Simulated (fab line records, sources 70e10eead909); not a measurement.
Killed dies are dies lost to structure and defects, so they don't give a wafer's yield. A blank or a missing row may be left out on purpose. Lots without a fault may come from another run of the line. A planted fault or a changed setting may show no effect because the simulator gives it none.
Chamber matching | flow nand_harc | NHARC_A_CONTACT_ETCH_110 on rie_diel-05: 4 sister chambers
The step etches the open film in CF4/O2, target depth 60 nm, overetch 6 nm, time 33 s. 8 wafers are shown with their chamber, then 7 later ones without.

WAFERS WITH THEIR CHAMBER
wafer  | chamber | showerhead_plenum_p_Torr (Torr) | rf_vpp_V (V)
L075.6 | 0       | 1.25                            | 196.2
L077.6 | 2       | 1.35                            | 198.2
L079.5 | 0       | 1.25                            | 197.0
L085.2 | 2       | 1.34                            | 198.4
L085.3 | 3       | 1.24                            | 194.7
L085.4 | 1       | 1.26                            | 196.5
L091.1 | 1       | 1.26                            | 196.8
L091.3 | 3       | 1.24                            | 195.3

WAFERS WITHOUT THEIR CHAMBER
wafer  | showerhead_plenum_p_Torr (Torr) | rf_vpp_V (V)
L091.4 | 1.24                            | 196.8
L088.2 | 1.34                            | 198.6
L088.3 | 1.24                            | 196.3
L088.5 | 1.34                            | 197.4
L096.1 | 1.24                            | 196.4
L096.5 | 1.34                            | 198.1
L096.6 | 1.26                            | 197.3

WHICH CHAMBER EACH WENT THROUGH
wafer  | from the rows above     | in truth
L091.4 | can't be placed: 0 or 3 | 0
L088.2 | 2                       | 2
L088.3 | can't be placed: 0 or 3 | 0
L088.5 | 2                       | 2
L096.1 | can't be placed: 0 or 3 | 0
L096.5 | 2                       | 2
L096.6 | can't be placed: 1 or 0 | 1
Placed correctly: 3 of 7. Can't be placed from these rows: 4 (the true chamber is among the candidates in 4). Placed wrongly: 0.
How it was worked out, from the rows above alone: a wafer's distance from a chamber is the root of the sum, over the readings, of the square of ((its reading less the chamber's mean) divided by the reading's scatter). The wafer belongs to the nearest chamber; if the next one is less than 2 further off, it can't be placed. A chamber's mean is the mean of its shown wafers. The scatter: the root of (the sum of the squares of (reading less its chamber's mean) over the shown wafers, divided by (wafers less chambers)).
